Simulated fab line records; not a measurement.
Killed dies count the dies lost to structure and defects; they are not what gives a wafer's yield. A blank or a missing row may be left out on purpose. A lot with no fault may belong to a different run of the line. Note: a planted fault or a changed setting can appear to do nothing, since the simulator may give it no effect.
Which of the tools did it? ; flow nand_harc ; 12 lots with 36 wafers sampled at 5 steps, on a route of 1302 steps

## WHAT EACH GAUGE READ, for each wafer
NHARC_END_SORT_01.
lot;measured;on;killed_at_array;killed_at_other;killed_at_periphery;killed_dies;killed_open;killed_short
L377;day 30 04:11;prober-02;668 673 669;1 1 0;8 3 8;677 677 677;2 5 3;4 1 1
L376;day 30 12:35;prober-01;670 671 672;0 0 0;7 6 5;677 677 677;5 4 8;3 6 2
L378;day 31 07:34;prober-02;39 53 50;1 0 2;2 1 1;42 54 53;1 2 1;2 5 4
L380;day 31 17:40;prober-01;75 67 83;0 0 0;2 2 2;77 69 85;4 0 3;2 2 1
L381;day 32 06:31;prober-02;48 55 25;0 0 0;7 5 7;55 60 32;1 7 3;5 2 0

## EACH LOT AND THE TOOL THAT RAN IT (in order: tool; ch and the chambers of the sampled wafers; start)
lot;NHARC_A_STAIRCASE_ETCH_201;NHARC_A_STAIRCASE_ETCH_223;NHARC_A_STAIRCASE_TRIM_229;NHARC_A_STAIRCASE_ETCH_236
L363;rie_diel-13 ch 1,2,3, day 16 22:55 or earlier;rie_diel-13 ch 1,3, day 16 22:55 or earlier;rie_diel-04 ch 1,2,3, day 16 22:55;rie_diel-04 ch 0,1,2, no start
L365;rie_diel-13 ch 0,1,3, day 17 06:53 or earlier;rie_diel-09 ch 0,2,3, day 17 06:53 or earlier;rie_diel-09 ch 0,1,2, day 17 06:53;rie_diel-09 ch 0,1,3, no start
L368;rie_diel-09 ch 2,3, day 18 17:37 or earlier;rie_diel-04 ch 0,2,3, day 18 17:37 or earlier;rie_diel-04 ch 0,1,3, day 18 17:37;rie_diel-04 ch 1,2, no start
L374;rie_diel-13 ch 0,2,3, day 20 20:00 or earlier;rie_diel-13 ch 1,2, day 20 20:00 or earlier;rie_diel-04 ch 1,2, day 20 20:00;rie_diel-04 ch 0,3, no start
L377;rie_diel-04 ch 2,3, day 22 02:14 or earlier;rie_diel-13 ch 0,1,2, day 22 02:14 or earlier;rie_diel-13 ch 0,1,2, day 22 02:14;rie_diel-13 ch 0,1,2, day 30 04:11 or earlier
L376;rie_diel-13 ch 0,3, day 22 02:11 or earlier;rie_diel-04 ch 0,3, day 22 02:11 or earlier;rie_diel-04 ch 0,3, day 22 02:11;rie_diel-04 ch 0,1,2, day 30 12:35 or earlier
L378;rie_diel-09 ch 0,2,3, day 23 01:39 or earlier;rie_diel-04 ch 0,1,2, day 23 01:39 or earlier;rie_diel-13 ch 0,2,3, day 23 01:39;rie_diel-13 ch 0,2,3, day 31 07:34 or earlier
L380;rie_diel-09 ch 1,2,3, day 23 14:37 or earlier;rie_diel-09 ch 0,3, day 23 14:37 or earlier;rie_diel-09 ch 0,1, day 23 14:37;rie_diel-09 ch 0,3, day 31 17:40 or earlier
L381;rie_diel-13 ch 0,1, day 24 04:09 or earlier;rie_diel-09 ch 1,2,3, day 24 04:09 or earlier;rie_diel-09 ch 0,3, day 24 04:09;rie_diel-09 ch 1,3, day 32 06:31 or earlier
L383;rie_diel-13 ch 0,1,2, day 24 18:28 or earlier;rie_diel-09 ch 2,3, day 24 18:28 or earlier;rie_diel-04 ch 2,3, day 24 18:28;rie_diel-04 ch 2,3, no start
L384;rie_diel-09 ch 0,1,2, day 25 10:35 or earlier;rie_diel-13 ch 0,2,3, day 25 10:35 or earlier;rie_diel-13 ch 1,2,3, day 25 10:35;rie_diel-13 ch 0,1,2, no start
L385;rie_diel-04 ch 1,3, day 25 21:52 or earlier;rie_diel-09 ch 0,1,2, day 25 21:52 or earlier;rie_diel-09 ch 0,2, day 25 21:52;rie_diel-09 ch 2,3, no start
- NHARC_A_STAIRCASE_ETCH_201: etches the open film in C4F8/O2, target depth 100 nm, time 40.5 s.
- NHARC_A_STAIRCASE_ETCH_223: etches the open film in C4F8/O2, target depth 100 nm, time 40.5 s.
- NHARC_A_STAIRCASE_TRIM_229: chemistry O2, time 211.2 s.
- NHARC_A_STAIRCASE_ETCH_236: etches the open film in C4F8/O2, target depth 100 nm, time 40.5 s.

## AS READ BY THE TOOLS THEMSELVES (means over the sampled wafers that have a number; for cases with no such wafer, the mark the record gives instead)
NHARC_A_STAIRCASE_ETCH_201.
lot;tool;oes_product_au (a.u.);rf_vpp_V (V)
L363;rie_diel-13;0.953;897
L365;rie_diel-13;0.937;896
L368;rie_diel-09;0.950;896
L374;rie_diel-13;0.944;900
L377;rie_diel-04;0.948;888
L376;rie_diel-13;0.942;897
L378;rie_diel-09;0.935;898
L380;rie_diel-09;0.933;894
L381;rie_diel-13;0.955;893
L383;rie_diel-13;0.950;894
L384;rie_diel-09;0.925;898
L385;rie_diel-04;0.942;891

NHARC_A_STAIRCASE_ETCH_223.
lot;tool;oes_product_au (a.u.);rf_vpp_V (V)
L363;rie_diel-13;0.931;898
L365;rie_diel-09;0.943;899
L368;rie_diel-04;0.950;893
L374;rie_diel-13;0.947;896
L377;rie_diel-13;0.957;895
L376;rie_diel-04;0.959;894
L378;rie_diel-04;0.952;894
L380;rie_diel-09;0.958;895
L381;rie_diel-09;0.933;894
L383;rie_diel-09;0.964;894
L384;rie_diel-13;0.955;899
L385;rie_diel-09;0.940;898

NHARC_A_STAIRCASE_TRIM_229.
lot;tool;chamber_pressure_mTorr (mTorr);drypump_motor_current_A (A);oes_product_au (a.u.);rf_vpp_V (V);showerhead_plenum_p_Torr (Torr);throttle_valve_pct (%)
L363;rie_diel-04;60.02;5.8;0.992;57.2;3.39;17.040
L365;rie_diel-09;60.00;6.0;1.000;57.6;3.61;17.030
L368;rie_diel-04;59.96;5.8;1.004;58.1;3.52;17.041
L374;rie_diel-04;59.96;5.5;0.987;57.9;3.35;17.047
L377;rie_diel-13;-;-;-;-;-;-
L376;rie_diel-04;-;-;-;-;-;-
L378;rie_diel-13;60.03;5.3;1.012;57.3;3.61;17.036
L380;rie_diel-09;60.00;6.0;0.979;58.3;3.62;17.028
L381;rie_diel-09;59.98;5.6;1.007;57.4;3.52;17.035
L383;rie_diel-04;60.06;5.8;0.998;58.4;3.65;17.037
L384;rie_diel-13;60.02;5.4;1.001;57.9;3.54;17.040
L385;rie_diel-09;59.96;6.1;0.991;57.3;3.69;17.031

NHARC_A_STAIRCASE_ETCH_236.
lot;tool;oes_product_au (a.u.);rf_vpp_V (V)
L363;rie_diel-04;0.938;896
L365;rie_diel-09;0.934;896
L368;rie_diel-04;0.922;890
L374;rie_diel-04;0.944;895
L377;rie_diel-13;0.958;895
L376;rie_diel-04;0.955;894
L378;rie_diel-13;0.961;899
L380;rie_diel-09;0.927;899
L381;rie_diel-09;0.941;891
L383;rie_diel-04;0.941;895
L384;rie_diel-13;0.943;894
L385;rie_diel-09;0.949;894

## THE ANSWER, worked out from the rows above alone
Rule: usual is defined by the lots themselves. The widest of any qualifying gaps counts: lots, ordered by their means at a reading, are off when they make up no more than a third of the lots, leave a main group of 4 or more, and stand apart from it by 3 or more times the standard deviation of that group's means. A main group whose means are all the same, to the digits that the tables above print for the reading, isn't used. A lot without any number at a reading at which 4 lots or more have one is off too. The other lots that the step has rows for count as sound. After the gauges, taken in route order, come the tools' own readings; for these a lot's mean is taken, as printed above. The first step at which some lot is off is used, and at that step the reading that is off furthest; a lot without a number counts as furthest.
Off: L377, L376, at NHARC_A_STAIRCASE_TRIM_229 (chamber_pressure_mTorr). Without a number there: L377, L376. The main group has a mean of 60.00 mTorr with a standard deviation of 0.032.
A tool fits if, at that step or a process step before it, it ran every lot that is off, and no sound lot after the first of them. NHARC_A_STAIRCASE_ETCH_201: start missing for some lots; hours and lot order therefore follow NHARC_A_STAIRCASE_TRIM_229. NHARC_A_STAIRCASE_ETCH_223: start missing for some lots; hours and lot order therefore follow NHARC_A_STAIRCASE_TRIM_229. Of those tried, none fits.

## WHAT HAD BEEN PUT IN BY THE SIMULATOR
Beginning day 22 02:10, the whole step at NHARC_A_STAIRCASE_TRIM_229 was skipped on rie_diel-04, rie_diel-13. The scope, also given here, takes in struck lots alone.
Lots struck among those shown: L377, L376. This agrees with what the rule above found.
